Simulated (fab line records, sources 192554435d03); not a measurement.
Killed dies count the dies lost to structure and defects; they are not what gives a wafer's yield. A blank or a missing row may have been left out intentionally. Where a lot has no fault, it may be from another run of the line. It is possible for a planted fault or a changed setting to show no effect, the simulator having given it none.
Lot-split experiment :: flow n5Finfet :: 7 lots, 21 wafers read, on a route of 1938 steps

## SPLIT DETAILS
At N5_FIN_SAQP_PECVD_47 (deposits a-Si from SiH4/He, target thk 45 nm, time 36.3 s), the setting timeS was moved away from the recipe's 36.3 s on 5 of the 21 wafers read, by -14.0% to +14.3%. For the rest of the wafers, this setting stayed at what the recipe calls for.

## FROM THE SPLIT TO THE READING: what the file shows between them, 11 steps
- N5_FIN_SAQP_PECVD_06: deposits a-Si from SiH4/He, target thk 60 nm, time 48.1 s (also split here: timeS)
- N5_FIN_SAQP_THK_MEAS_07
- N5_FIN_SAQP_HM_DEP_72: deposits SiO2 from SiH4/N2O, target thk 12 nm, time 7.2 s
- N5_FIN_SAQP_COAT_49: time 60 s, resist thk 100 nm
- N5_FIN_SAQP_HM_OPEN_73: chemistry CHF3/O2, target SiO2, stops on a-Si, target depth 12 nm, time 16.8 s
- N5_FIN_SAQP_STRIP_74: strips in CHF3/O2
- N5_FIN_SAQP_MANDREL_ETCH_22: etches a-Si in HBr/Cl2, stops on SiNx, target depth 60 nm, bt time 10 s, time 30 s
- N5_FIN_SAQP_STRIP_55: strips in N2/H2
- N5_FIN_SAQP_STRIP_23: strips in SPM, time 750 s
- N5_FIN_SAQP_ETCH_57: etches SiNx in CH3F/O2, target depth 32.5 nm, time 46.4 s
- N5_FIN_SAQP_ETCH_65: etches SiO2 in CF4, target depth 4 nm, time 4.4 s

## THE READING
oesProductAu, in a.u., at N5_FIN_SAQP_MANDREL_ETCH_58 (etches a-Si in HBr/Cl2, stops on SiNx, target depth 45 nm, bt time 10 s, time 27 s). Fault-free wafers of this fab line usually give 0.697 a.u., standard deviation 0.01 a.u.

wafer: L079.1
tool, chamber at the split: pecvd-01, 2
timeS as run, s: 36.3
against the recipe: recipe
oesProductAu, a.u.: 0.694
against lot-mates on the recipe: -

wafer: L079.2
tool, chamber at the split: pecvd-01, 0
timeS as run, s: 36.3
against the recipe: recipe
oesProductAu, a.u.: 0.715
against lot-mates on the recipe: -

wafer: L079.5
tool, chamber at the split: pecvd-01, 0
timeS as run, s: 36.3
against the recipe: recipe
oesProductAu, a.u.: 0.696
against lot-mates on the recipe: -

wafer: L081.2
tool, chamber at the split: pecvd-02, 1
timeS as run, s: 36.3
against the recipe: recipe
oesProductAu, a.u.: 0.699
against lot-mates on the recipe: -

wafer: L081.3
tool, chamber at the split: pecvd-02, 2
timeS as run, s: 36.3
against the recipe: recipe
oesProductAu, a.u.: 0.700
against lot-mates on the recipe: -

wafer: L081.6
tool, chamber at the split: pecvd-02, 1
timeS as run, s: 36.3
against the recipe: recipe
oesProductAu, a.u.: 0.694
against lot-mates on the recipe: -

wafer: L083.4
tool, chamber at the split: pecvd-04, 0
timeS as run, s: 36.3
against the recipe: recipe
oesProductAu, a.u.: 0.685
against lot-mates on the recipe: -

wafer: L083.5
tool, chamber at the split: pecvd-04, 1
timeS as run, s: 36.3
against the recipe: recipe
oesProductAu, a.u.: 0.685
against lot-mates on the recipe: -

wafer: L083.6
tool, chamber at the split: pecvd-04, 2
timeS as run, s: 36.3
against the recipe: recipe
oesProductAu, a.u.: 0.711
against lot-mates on the recipe: -

wafer: L089.1
tool, chamber at the split: pecvd-04, 2
timeS as run, s: 36.3
against the recipe: recipe
oesProductAu, a.u.: 0.688
against lot-mates on the recipe: -

wafer: L089.4
tool, chamber at the split: pecvd-04, 0
timeS as run, s: 36.3
against the recipe: recipe
oesProductAu, a.u.: 0.697
against lot-mates on the recipe: -

wafer: L089.6
tool, chamber at the split: pecvd-04, 1
timeS as run, s: 38.15
against the recipe: +5.1%
oesProductAu, a.u.: 0.715
against lot-mates on the recipe: +0.023

wafer: L091.1
tool, chamber at the split: pecvd-04, 0
timeS as run, s: 36.3
against the recipe: recipe
oesProductAu, a.u.: 0.695
against lot-mates on the recipe: -

wafer: L091.3
tool, chamber at the split: pecvd-04, 2
timeS as run, s: 36.3
against the recipe: recipe
oesProductAu, a.u.: 0.677
against lot-mates on the recipe: -

wafer: L091.4
tool, chamber at the split: pecvd-04, 0
timeS as run, s: 41.48
against the recipe: +14.3%
oesProductAu, a.u.: 0.742
against lot-mates on the recipe: +0.056

wafer: L094.1
tool, chamber at the split: pecvd-02, 1
timeS as run, s: 31.45
against the recipe: -13.4%
oesProductAu, a.u.: 0.630
against lot-mates on the recipe: -0.061

wafer: L094.4
tool, chamber at the split: pecvd-02, 0
timeS as run, s: 36.3
against the recipe: recipe
oesProductAu, a.u.: 0.691
against lot-mates on the recipe: -

wafer: L094.6
tool, chamber at the split: pecvd-02, 1
timeS as run, s: 31.45
against the recipe: -13.4%
oesProductAu, a.u.: 0.648
against lot-mates on the recipe: -0.043

wafer: L095.1
tool, chamber at the split: pecvd-02, 1
timeS as run, s: 31.22
against the recipe: -14.0%
oesProductAu, a.u.: 0.648
against lot-mates on the recipe: -0.043

wafer: L095.3
tool, chamber at the split: pecvd-02, 2
timeS as run, s: 36.3
against the recipe: recipe
oesProductAu, a.u.: 0.693
against lot-mates on the recipe: -

wafer: L095.6
tool, chamber at the split: pecvd-02, 1
timeS as run, s: 36.3
against the recipe: recipe
oesProductAu, a.u.: 0.690
against lot-mates on the recipe: -

FIT RESULTS
A straight line over all 21 wafers: oesProductAu changes by +0.00371 a.u. for each +1% of timeS; r = +0.93; the points scatter about the line by 0.0092 a.u.
The same after taking each lot's own level away (the mean of its wafers on the recipe; 21 wafers): +0.00374 a.u. for each +1%; r = +0.95; scatter 0.008 a.u.
That fit puts the effect of the largest move of timeS on the reading at 0.053 a.u.
Measured against the standard deviation above, the lots' own levels, which go from 0.6860 to 0.7017 a.u., span 1.6 times it.
Consequently the slope shifts little with the lot-to-lot level, the two slopes agreeing.
Check: for one of the wafers moved furthest among these (+14.3%), held out of the fit, the line's prediction against its lot-mates is +0.0526 a.u. Against them it came out at +0.056 a.u.

## OTHER SPLITS APPLIED TO THESE WAFERS
These wafers also went through other splits before the reading. Each is held against what the fit with the lots' levels taken away leaves over:
other split on the same wafers: N5_ZERO_LAYER_EXPOSE_08 doseMj
wafers away from the commonest value: 6
r with oesProductAu (lot level and that fit taken away): -0.25

other split on the same wafers: N5_WELL_APT_COAT_02 spinRpm
wafers away from the commonest value: 7
r with oesProductAu (lot level and that fit taken away): -0.13

other split on the same wafers: N5_PMOS_HMC_CHANNEL_EPI_EXPOSE_06 doseMj
wafers away from the commonest value: 5
r with oesProductAu (lot level and that fit taken away): -0.29

other split on the same wafers: N5_FIN_SAQP_PECVD_06 timeS
wafers away from the commonest value: 7
r with oesProductAu (lot level and that fit taken away): +0.00

## THE WHOLE CHAIN: every reading that the file lists as answering this split, in the file's order
step: N5_FIN_SAQP_PECVD_47
what it does: deposits a-Si from SiH4/He, target thk 45 nm, time 36.3 s
reading: a-Si_of_FIN_SAQP_PECVD_47.thkNm (the simulator's own value, which no gauge read)
change (the file's fit): +0.532 nm for each +1% of the setting
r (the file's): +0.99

step: N5_FIN_SAQP_MANDREL_ETCH_58
what it does: etches a-Si in HBr/Cl2, stops on SiNx, target depth 45 nm, bt time 10 s, time 27 s
reading: oesProductAu
change (the file's fit): +0.00369 a.u. for each +1% of the setting
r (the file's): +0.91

step: N5_FIN_SAQP_MANDREL_ETCH_58
what it does: etches a-Si in HBr/Cl2, stops on SiNx, target depth 45 nm, bt time 10 s, time 27 s
reading: etch.depthNm (the simulator's own value, which no gauge read)
change (the file's fit): +0.532 nm for each +1% of the setting
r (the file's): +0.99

## THE FILE'S OWN FIT
oesProductAu changes by +0.00369 a.u. for each +1% of timeS, r = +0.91.
